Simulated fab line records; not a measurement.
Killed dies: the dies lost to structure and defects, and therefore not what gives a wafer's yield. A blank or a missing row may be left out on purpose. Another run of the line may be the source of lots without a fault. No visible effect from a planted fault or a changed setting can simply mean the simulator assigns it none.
Matching of chambers / flow nand_harc / NHARC_P_M1_ETCH_35 on rie_diel-13 has 4 sister chambers
The step etches the open film in N2/H2, target depth 40 nm, overetch 12 nm, time 43.94 s. 27 wafers are shown with their chamber, then 12 later ones without.

## WAFERS WITH THEIR CHAMBER
wafer=L074.3; chamber=2; showerhead_plenum_p_Torr (Torr)=2.06; drypump_motor_current_A (A)=5.9; rf_vpp_V (V)=430.9
wafer=L074.4; chamber=2; showerhead_plenum_p_Torr (Torr)=2.06; drypump_motor_current_A (A)=5.9; rf_vpp_V (V)=430.5
wafer=L074.5; chamber=3; showerhead_plenum_p_Torr (Torr)=1.91; drypump_motor_current_A (A)=5.2; rf_vpp_V (V)=427.9
wafer=L076.1; chamber=2; showerhead_plenum_p_Torr (Torr)=2.05; drypump_motor_current_A (A)=5.9; rf_vpp_V (V)=428.9
wafer=L076.3; chamber=0; showerhead_plenum_p_Torr (Torr)=1.94; drypump_motor_current_A (A)=6.0; rf_vpp_V (V)=428.3
wafer=L076.5; chamber=0; showerhead_plenum_p_Torr (Torr)=1.94; drypump_motor_current_A (A)=6.0; rf_vpp_V (V)=426.9
wafer=L078.1; chamber=0; showerhead_plenum_p_Torr (Torr)=1.94; drypump_motor_current_A (A)=6.0; rf_vpp_V (V)=427.6
wafer=L078.2; chamber=3; showerhead_plenum_p_Torr (Torr)=1.91; drypump_motor_current_A (A)=5.2; rf_vpp_V (V)=425.9
wafer=L078.5; chamber=1; showerhead_plenum_p_Torr (Torr)=2.13; drypump_motor_current_A (A)=5.3; rf_vpp_V (V)=431.7
wafer=L082.2; chamber=1; showerhead_plenum_p_Torr (Torr)=2.12; drypump_motor_current_A (A)=5.3; rf_vpp_V (V)=431.7
wafer=L082.3; chamber=3; showerhead_plenum_p_Torr (Torr)=1.91; drypump_motor_current_A (A)=5.2; rf_vpp_V (V)=427.8
wafer=L082.4; chamber=0; showerhead_plenum_p_Torr (Torr)=1.94; drypump_motor_current_A (A)=6.0; rf_vpp_V (V)=428.3
wafer=L081.1; chamber=2; showerhead_plenum_p_Torr (Torr)=2.05; drypump_motor_current_A (A)=6.0; rf_vpp_V (V)=429.8
wafer=L081.4; chamber=1; showerhead_plenum_p_Torr (Torr)=2.12; drypump_motor_current_A (A)=5.3; rf_vpp_V (V)=432.4
wafer=L081.6; chamber=1; showerhead_plenum_p_Torr (Torr)=2.12; drypump_motor_current_A (A)=5.3; rf_vpp_V (V)=433.2
wafer=L083.1; chamber=1; showerhead_plenum_p_Torr (Torr)=2.12; drypump_motor_current_A (A)=5.3; rf_vpp_V (V)=432.5
wafer=L083.2; chamber=0; showerhead_plenum_p_Torr (Torr)=1.94; drypump_motor_current_A (A)=6.1; rf_vpp_V (V)=428.7
wafer=L083.6; chamber=0; showerhead_plenum_p_Torr (Torr)=1.94; drypump_motor_current_A (A)=6.0; rf_vpp_V (V)=428.2
wafer=L085.2; chamber=2; showerhead_plenum_p_Torr (Torr)=2.05; drypump_motor_current_A (A)=5.9; rf_vpp_V (V)=431.0
wafer=L085.4; chamber=3; showerhead_plenum_p_Torr (Torr)=1.91; drypump_motor_current_A (A)=5.2; rf_vpp_V (V)=428.9
wafer=L085.6; chamber=2; showerhead_plenum_p_Torr (Torr)=2.05; drypump_motor_current_A (A)=5.9; rf_vpp_V (V)=429.6
wafer=L086.1; chamber=1; showerhead_plenum_p_Torr (Torr)=2.12; drypump_motor_current_A (A)=5.2; rf_vpp_V (V)=432.5
wafer=L086.2; chamber=3; showerhead_plenum_p_Torr (Torr)=1.91; drypump_motor_current_A (A)=5.1; rf_vpp_V (V)=427.2
wafer=L086.6; chamber=3; showerhead_plenum_p_Torr (Torr)=1.91; drypump_motor_current_A (A)=5.2; rf_vpp_V (V)=427.6
wafer=L090.1; chamber=2; showerhead_plenum_p_Torr (Torr)=2.05; drypump_motor_current_A (A)=5.9; rf_vpp_V (V)=430.4
wafer=L090.2; chamber=0; showerhead_plenum_p_Torr (Torr)=1.94; drypump_motor_current_A (A)=6.0; rf_vpp_V (V)=426.9
wafer=L090.5; chamber=3; showerhead_plenum_p_Torr (Torr)=1.91; drypump_motor_current_A (A)=5.2; rf_vpp_V (V)=425.1

SIGNATURES, as means of the wafers listed above
reading=showerhead_plenum_p_Torr; chamber 0=1.9400; chamber 1=2.1217; chamber 2=2.0529; chamber 3=1.9100; scatter within a chamber=0.00314
reading=drypump_motor_current_A; chamber 0=6.014; chamber 1=5.283; chamber 2=5.914; chamber 3=5.186; scatter within a chamber=0.0385
reading=rf_vpp_V; chamber 0=427.843; chamber 1=432.333; chamber 2=430.157; chamber 3=427.200; scatter within a chamber=0.889
Rule: for a wafer and a chamber, the distance is found by dividing, reading by reading, the gap between the wafer's reading and the chamber's mean by the reading's scatter, squaring, summing and taking the root. The wafer belongs to the nearest chamber; if the next one is less than 2 further off, it can't be placed. The scatter: the root of (the sum of the squares of (reading less its chamber's mean) over the shown wafers, divided by (wafers less chambers)).

## WAFERS WHOSE CHAMBER IS MISSING
wafer=L091.1; showerhead_plenum_p_Torr (Torr)=2.05; drypump_motor_current_A (A)=5.9; rf_vpp_V (V)=431.4
wafer=L091.5; showerhead_plenum_p_Torr (Torr)=1.91; drypump_motor_current_A (A)=5.2; rf_vpp_V (V)=426.2
wafer=L091.6; showerhead_plenum_p_Torr (Torr)=2.05; drypump_motor_current_A (A)=5.9; rf_vpp_V (V)=430.7
wafer=L092.1; showerhead_plenum_p_Torr (Torr)=1.91; drypump_motor_current_A (A)=5.2; rf_vpp_V (V)=427.6
wafer=L092.2; showerhead_plenum_p_Torr (Torr)=2.05; drypump_motor_current_A (A)=5.9; rf_vpp_V (V)=432.9
wafer=L092.5; showerhead_plenum_p_Torr (Torr)=2.12; drypump_motor_current_A (A)=5.3; rf_vpp_V (V)=432.9
wafer=L095.2; showerhead_plenum_p_Torr (Torr)=1.94; drypump_motor_current_A (A)=6.0; rf_vpp_V (V)=427.2
wafer=L095.3; showerhead_plenum_p_Torr (Torr)=2.12; drypump_motor_current_A (A)=5.3; rf_vpp_V (V)=432.2
wafer=L095.6; showerhead_plenum_p_Torr (Torr)=2.12; drypump_motor_current_A (A)=5.3; rf_vpp_V (V)=432.3
wafer=L097.1; showerhead_plenum_p_Torr (Torr)=1.94; drypump_motor_current_A (A)=6.0; rf_vpp_V (V)=427.4
wafer=L097.3; showerhead_plenum_p_Torr (Torr)=2.05; drypump_motor_current_A (A)=5.9; rf_vpp_V (V)=431.7
wafer=L097.6; showerhead_plenum_p_Torr (Torr)=2.12; drypump_motor_current_A (A)=5.2; rf_vpp_V (V)=432.2

## CHAMBER TAKEN BY EACH
wafer=L091.1; from the rows above=2; in truth=2
wafer=L091.5; from the rows above=3; in truth=3
wafer=L091.6; from the rows above=2; in truth=2
wafer=L092.1; from the rows above=3; in truth=3
wafer=L092.2; from the rows above=2; in truth=2
wafer=L092.5; from the rows above=1; in truth=1
wafer=L095.2; from the rows above=0; in truth=0
wafer=L095.3; from the rows above=1; in truth=1
wafer=L095.6; from the rows above=1; in truth=1
wafer=L097.1; from the rows above=0; in truth=0
wafer=L097.3; from the rows above=2; in truth=2
wafer=L097.6; from the rows above=1; in truth=1
Placed correctly: 12 of 12. Not placeable from these rows: 0. Number placed wrongly: 0.
